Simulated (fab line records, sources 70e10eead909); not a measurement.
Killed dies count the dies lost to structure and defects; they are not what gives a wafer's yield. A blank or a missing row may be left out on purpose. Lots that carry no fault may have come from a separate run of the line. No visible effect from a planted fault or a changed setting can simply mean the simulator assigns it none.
Which tool did it? ; flow nand-harc ; 36 wafers from 12 lots sampled at 5 of the route's 1302 steps

WHAT THE GAUGES SHOWED, per wafer
NHARC_END_SORT_01. Usual: killed-at-array 59, standard deviation 17; killed-at-other 0.9, standard deviation 1.6; killed-at-periphery 3.7, standard deviation 2.3; killed-dies 64, standard deviation 17; killed-open 3.3, standard deviation 1.8; killed-short 2.4, standard deviation 1.6.
lot;measured;on;killed-at-array;killed-at-other;killed-at-periphery;killed-dies;killed-open;killed-short;flag
L513;day 30 20:09;prober-01;85 82 78;0 0 0;592 3 599;677 85 677;4 1 2;2 7 2;OFF
L512;day 30 13:58;prober-01;44 49 42;1 0 0;9 628 7;54 677 49;3 1 4;2 3 3;OFF

WHICH TOOL RAN EACH LOT (tool, then ch and the chambers of the sampled wafers, then the start)
lot;NHARC_P_GATE_ETCH_32;NHARC_P_GATE_STRIP_108;NHARC_P_GATE_ETCHBACK_37;NHARC_P_GATE_STRIP_76
L499;rie-si-02 ch 2,3, day 5 14:55;rie-diel-13 ch 1,2,3, day 5 15:06;rie-diel-05 ch 1,2,3, day 6 01:12;plasma-asher-02 ch 1, day 6 04:39
L498;rie-si-04 ch 0,1,2, day 5 15:12;rie-diel-05 ch 0,2,3, day 5 15:22;rie-diel-02 ch 0,1, day 6 01:29;plasma-asher-01 ch 0,1, day 6 05:08
L502;rie-si-04 ch 1,2, day 6 19:05;rie-diel-13 ch 0,2,3, day 6 19:17;rie-diel-13 ch 0,2,3, day 7 05:26;plasma-asher-01 ch 0,1, day 7 08:55
L504;rie-si-04 ch 0,2,3, day 7 14:45;rie-diel-05 ch 0,1,2, day 7 14:55;rie-diel-02 ch 1,2,3, day 8 01:02;plasma-asher-02 ch 0,1, day 8 04:22
L513;rie-si-04 ch 0,1, day 11 01:14;rie-diel-05 ch 1,2,3, day 11 01:25;rie-diel-02 ch 0,3, day 11 11:32;plasma-asher-01 ch 0,1, day 11 15:36
L512;rie-si-02 ch 1,3, day 11 01:44;rie-diel-05 ch 0,1, day 11 01:53;rie-diel-02 ch 0,1,2, day 11 14:39;plasma-asher-02 ch 0,1, day 11 18:56
L515;rie-si-02 ch 0,2,3, day 12 01:56;rie-diel-05 ch 0,2,3, day 12 02:04;rie-diel-13 ch 1,2, day 12 12:10;plasma-asher-02 ch 0,1, day 12 15:46
L517;rie-si-04 ch 0,2,3, day 12 21:14;rie-diel-05 ch 0,1, day 12 21:22;rie-diel-13 ch 1,2,3, day 13 07:40;plasma-asher-01 ch 0,1, day 13 11:12
L518;rie-si-02 ch 0,2,3, day 13 14:18;rie-diel-05 ch 0,1, day 13 14:26;rie-diel-02 ch 1,2,3, day 14 02:43;plasma-asher-02 ch 0,1, day 14 06:09
L519;rie-si-02 ch 0,2,3, day 13 20:51;rie-diel-02 ch 0,1,2, day 13 21:01;rie-diel-02 ch 0,1,3, day 14 07:10;plasma-asher-02 ch 0,1, day 14 10:45
L520;rie-si-03 ch 0,2,3, day 14 02:13;rie-diel-05 ch 0,1,3, day 14 02:22;rie-diel-02 ch 0,1,3, day 14 12:35;plasma-asher-01 ch 0,1, day 14 16:02
L521;rie-si-03 ch 1,2,3, day 14 16:06;rie-diel-05 ch 1,3, day 14 16:14;rie-diel-02 ch 1,3, day 15 02:21;plasma-asher-02 ch 0,1, day 15 05:58
- NHARC_P_GATE_ETCH_32: etches the open film in HBr/Cl2, target depth 150 nm, time 100.1 s.
- NHARC_P_GATE_STRIP_108: strips in O2.
- NHARC_P_GATE_ETCHBACK_37: etches the open film in CHF3/O2, target depth 34.5 nm, time 17.2 s.
- NHARC_P_GATE_STRIP_76: strips in O2.

AS READ BY THE TOOLS THEMSELVES (means over the sampled wafers that have a number; for cases with no such wafer, the mark the record gives instead)
NHARC_P_GATE_ETCH_32. Usual: drypump-motor-current-A 5.7 A, standard deviation 0.38; oes-product-au 1.005 a.u., standard deviation 0.013; throttle-valve-pct 26.406 %, standard deviation 0.0087.
lot;tool;drypump-motor-current-A (A);oes-product-au (a.u.);throttle-valve-pct (%);flag
L499;rie-si-02;5.8;1.011;26.402;
L498;rie-si-04;6.0;0.998;26.402;
L502;rie-si-04;5.9;0.993;26.409;
L504;rie-si-04;5.9;0.999;26.417;
L513;rie-si-04;6.3;1.005;26.409;
L512;rie-si-02;5.3;0.989;26.411;
L515;rie-si-02;5.7;1.013;26.407;
L517;rie-si-04;5.9;1.002;26.406;
L518;rie-si-02;5.7;1.009;26.402;
L519;rie-si-02;5.7;1.024;26.405;
L520;rie-si-03;5.5;1.007;26.405;
L521;rie-si-03;5.7;1.018;26.401;

NHARC_P_GATE_STRIP_108. Usual: drypump-motor-current-A 5.9 A, standard deviation 0.51; oes-product-au 1.000 a.u., standard deviation 0.013; rf-vpp-V 58.1 V, standard deviation 0.85; showerhead-plenum-p-Torr 3.63 Torr, standard deviation 0.12; throttle-valve-pct 17.036 %, standard deviation 0.008.
lot;tool;drypump-motor-current-A (A);oes-product-au (a.u.);rf-vpp-V (V);showerhead-plenum-p-Torr (Torr);throttle-valve-pct (%);flag
L499;rie-diel-13;6.1;0.997;58.3;3.53;17.041;
L498;rie-diel-05;6.0;1.004;58.2;3.70;17.040;
L502;rie-diel-13;6.1;0.997;57.2;3.61;17.029;
L504;rie-diel-05;5.7;0.994;58.8;3.72;17.042;
L513;rie-diel-05;6.2;1.007;57.7;3.70;17.036;
L512;rie-diel-05;5.5;1.001;57.9;3.68;17.031;
L515;rie-diel-05;6.0;1.003;57.6;3.70;17.033;
L517;rie-diel-05;5.6;1.001;57.9;3.68;17.032;
L518;rie-diel-05;5.6;1.005;57.7;3.68;17.036;
L519;rie-diel-02;5.8;0.995;57.5;3.51;17.040;
L520;rie-diel-05;5.9;1.018;57.8;3.66;17.039;
L521;rie-diel-05;6.0;1.012;57.3;3.66;17.040;

NHARC_P_GATE_ETCHBACK_37. Usual: drypump-motor-current-A 5.9 A, standard deviation 0.54; oes-product-au 0.936 a.u., standard deviation 0.028; rf-vpp-V 371.0 V, standard deviation 2.4; run-length-s 38.5 s, standard deviation 0.39; showerhead-plenum-p-Torr 2.42 Torr, standard deviation 0.1; throttle-valve-pct 20.572 %, standard deviation 0.0095.
lot;tool;drypump-motor-current-A (A);oes-product-au (a.u.);rf-vpp-V (V);run-length-s (s);showerhead-plenum-p-Torr (Torr);throttle-valve-pct (%);flag
L499;rie-diel-05;6.2;0.991;373.5;38.3;2.52;20.571;
L498;rie-diel-02;6.1;0.915;368.8;38.5;2.31;20.580;
L502;rie-diel-13;6.1;0.931;372.2;38.2;2.46;20.576;
L504;rie-diel-02;5.4;0.939;370.3;38.9;2.39;20.573;
L513;rie-diel-02;6.3;0.909;369.1;48.1;2.33;20.574;OFF
L512;rie-diel-02;5.8;0.917;370.0;43.4;2.39;20.571;OFF
L515;rie-diel-13;6.0;0.930;371.1;39.0;2.43;20.571;
L517;rie-diel-13;6.1;0.927;372.2;38.6;2.40;20.572;
L518;rie-diel-02;5.5;0.931;370.3;38.6;2.39;20.575;
L519;rie-diel-02;5.7;0.917;369.0;38.7;2.32;20.577;
L520;rie-diel-02;5.7;0.912;369.2;38.7;2.32;20.569;
L521;rie-diel-02;5.1;0.990;368.2;38.5;2.31;20.574;

NHARC_P_GATE_STRIP_76. Usual: drypump-motor-current-A 5.2 A, standard deviation 0.37; heater-power-w 354 W, standard deviation 22.
lot;tool;drypump-motor-current-A (A);heater-power-w (W);flag
L499;plasma-asher-02;4.7;380;
L498;plasma-asher-01;5.6;349;
L502;plasma-asher-01;5.6;352;
L504;plasma-asher-02;4.9;362;
L513;plasma-asher-01;5.6;358;
L512;plasma-asher-02;5.1;340;
L515;plasma-asher-02;5.1;345;
L517;plasma-asher-01;5.6;357;
L518;plasma-asher-02;4.9;356;
L519;plasma-asher-02;5.2;337;
L520;plasma-asher-01;5.6;362;
L521;plasma-asher-02;5.1;344;

THE ANSWER, worked out from the rows above alone
Rule: lot off if the mean of its wafers having a number is beyond 3 standard deviations from the usual mean. Also off: a lot with no number at a reading for which 4 or more lots have one. Where the step has rows for the other lots, those lots are counted as sound. Order of review: gauges by route order, followed by the tools' own readings, for which a lot's mean as printed above is used. At the first step where some lot is off, the reading lying furthest off is the one used; lots without a number count as furthest.
Off, at NHARC_END_SORT_01 on killed-at-periphery: L513, L512. Neither off nor sound, because the step has no rows for them: L499, L498, L502, L504, L515, L517, L518, L519, L520, L521.
A tool fits if, at a process step before that reading, it ran every lot that is off, and no sound lot after the first of them. The gauges at NHARC_END_SORT_01 aren't tried: what is off there is off at NHARC_P_GATE_ETCHBACK_37 too, on other tools, and a gauge's error can't cause that. This does not decide it: 2 tools fit, namely rie-diel-05 at NHARC_P_GATE_STRIP_108 and rie-diel-02 at NHARC_P_GATE_ETCHBACK_37.

WHAT THE SIMULATOR HAD PUT IN
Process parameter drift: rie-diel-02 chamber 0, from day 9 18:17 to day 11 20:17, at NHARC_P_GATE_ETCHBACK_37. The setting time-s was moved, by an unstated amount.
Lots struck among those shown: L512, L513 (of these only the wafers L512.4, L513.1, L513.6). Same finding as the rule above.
